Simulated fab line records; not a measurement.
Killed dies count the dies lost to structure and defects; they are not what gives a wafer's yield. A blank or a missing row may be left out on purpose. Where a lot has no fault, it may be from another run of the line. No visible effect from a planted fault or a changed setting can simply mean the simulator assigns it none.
Chamber matching | flow n5 finfet | rie diel-05 running N5_DUMMY_GATE_ETCH_37: 4 sister chambers
The step etches SOC in N2/H2, target depth 60 nm, overetch 30 nm. 14 wafers are shown with their chamber, then 7 later ones without.

WAFERS WITH THEIR CHAMBER
wafer  | chamber | throttle valve pct (%) | drypump motor current A (A) | showerhead plenum p Torr (Torr)
L355.2 | 0       | 18.0                   | 5.7                         | 2.52
L355.3 | 1       | 18.0                   | 6.2                         | 2.57
L355.6 | 2       | 17.1                   | 5.0                         | 2.60
L356.3 | 3       | 18.1                   | 5.4                         | 2.54
L356.4 | 2       | 17.1                   | 5.0                         | 2.60
L356.6 | 0       | 18.1                   | 5.7                         | 2.52
L359.1 | 2       | 17.1                   | 5.0                         | 2.60
L359.4 | 3       | 18.1                   | 5.4                         | 2.54
L359.6 | 0       | 18.1                   | 5.7                         | 2.52
L360.4 | 0       | 18.1                   | 5.7                         | 2.52
L360.5 | 3       | 18.1                   | 5.4                         | 2.54
L360.6 | 2       | 17.1                   | 5.0                         | 2.60
L362.1 | 0       | 18.1                   | 5.7                         | 2.51
L362.2 | 3       | 18.1                   | 5.5                         | 2.54

SIGNATURES, as means of the wafers listed above
reading                  | chamber 0 | chamber 1 | chamber 2 | chamber 3 | scatter within a chamber
throttle valve pct       | 18.080    | 18.000    | 17.100    | 18.100    | 0.0283
drypump motor current A  | 5.700     | 6.200     | 5.000     | 5.425     | 0.0274
showerhead plenum p Torr | 2.5180    | 2.5700    | 2.6000    | 2.5400    | 0.00283
Rule: for a wafer and a chamber, the distance is found by dividing, reading by reading, the gap between the wafer's reading and the chamber's mean by the reading's scatter, squaring, summing and taking the root. If the next closest chamber is less than 2 further off than the closest, the wafer can't be placed; otherwise it belongs to the closest. The scatter: take each reading less its chamber's mean, square it, sum over the shown wafers, divide by the number of wafers less the number of chambers, and take the root.

WAFERS WITHOUT THEIR CHAMBER
wafer  | throttle valve pct (%) | drypump motor current A (A) | showerhead plenum p Torr (Torr)
L362.4 | 17.1                   | 5.0                         | 2.60
L374.1 | 17.1                   | 5.0                         | 2.59
L374.2 | 18.2                   | 5.4                         | 2.52
L374.4 | 18.1                   | 5.7                         | 2.51
L375.2 | 18.1                   | 5.7                         | 2.51
L375.4 | 18.2                   | 5.4                         | 2.52
L375.5 | 17.1                   | 5.0                         | 2.59

EACH ONE'S CHAMBER
wafer  | from the rows above | in truth
L362.4 | 2                   | 2
L374.1 | 2                   | 2
L374.2 | 3                   | 3
L374.4 | 0                   | 0
L375.2 | 0                   | 0
L375.4 | 3                   | 3
L375.5 | 2                   | 2
Correctly placed: 7 of 7. From these rows, 0 cannot be placed. Placed wrongly: 0.
